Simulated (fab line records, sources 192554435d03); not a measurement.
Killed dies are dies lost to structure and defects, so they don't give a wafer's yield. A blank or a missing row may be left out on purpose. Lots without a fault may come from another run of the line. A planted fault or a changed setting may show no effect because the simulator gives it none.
Chamber matching | flow n5_finfet | N5_BEOL_M4_ETCH_77 on rie_diel-05: 4 sister chambers
The step etches underlayer in N2/H2, target depth 6.5 nm, time 5.2 s. 8 wafers are shown with their chamber, then 10 later ones without.

WAFERS WITH THEIR CHAMBER
wafer  | chamber | drypump_motor_current_A (A) | throttle_valve_pct (%)
L088.2 | 0       | 5.79                        | 17.88
L088.3 | 2       | 5.85                        | 18.37
L088.5 | 1       | 5.82                        | 17.40
L089.2 | 0       | 5.81                        | 17.88
L089.4 | 1       | 5.85                        | 17.39
L089.6 | 3       | 5.28                        | 18.03
L091.2 | 2       | 5.86                        | 18.36
L091.4 | 3       | 5.29                        | 18.02

WAFERS WITHOUT THEIR CHAMBER
wafer  | drypump_motor_current_A (A) | throttle_valve_pct (%)
L091.6 | 5.28                        | 18.03
L092.2 | 5.31                        | 18.03
L092.5 | 5.29                        | 18.05
L092.6 | 5.83                        | 17.40
L093.3 | 5.85                        | 17.40
L093.4 | 5.80                        | 17.89
L093.5 | 5.85                        | 17.41
L096.1 | 5.88                        | 18.41
L096.2 | 5.27                        | 18.07
L096.3 | 5.84                        | 17.43

WHICH CHAMBER EACH WENT THROUGH
wafer  | from the rows above | in truth
L091.6 | 3                   | 3
L092.2 | 3                   | 3
L092.5 | 3                   | 3
L092.6 | 1                   | 1
L093.3 | 1                   | 1
L093.4 | 0                   | 0
L093.5 | 1                   | 1
L096.1 | 2                   | 2
L096.2 | 3                   | 3
L096.3 | 1                   | 1
Placed correctly: 10 of 10. Can't be placed from these rows: 0. Placed wrongly: 0.
How it was worked out, from the rows above alone: a wafer's distance from a chamber is the root of the sum, over the readings, of the square of ((its reading less the chamber's mean) divided by the reading's scatter). The wafer belongs to the nearest chamber; if the next one is less than 2 further off, it can't be placed. A chamber's mean is the mean of its shown wafers. The scatter: the root of (the sum of the squares of (reading less its chamber's mean) over the shown wafers, divided by (wafers less chambers)).
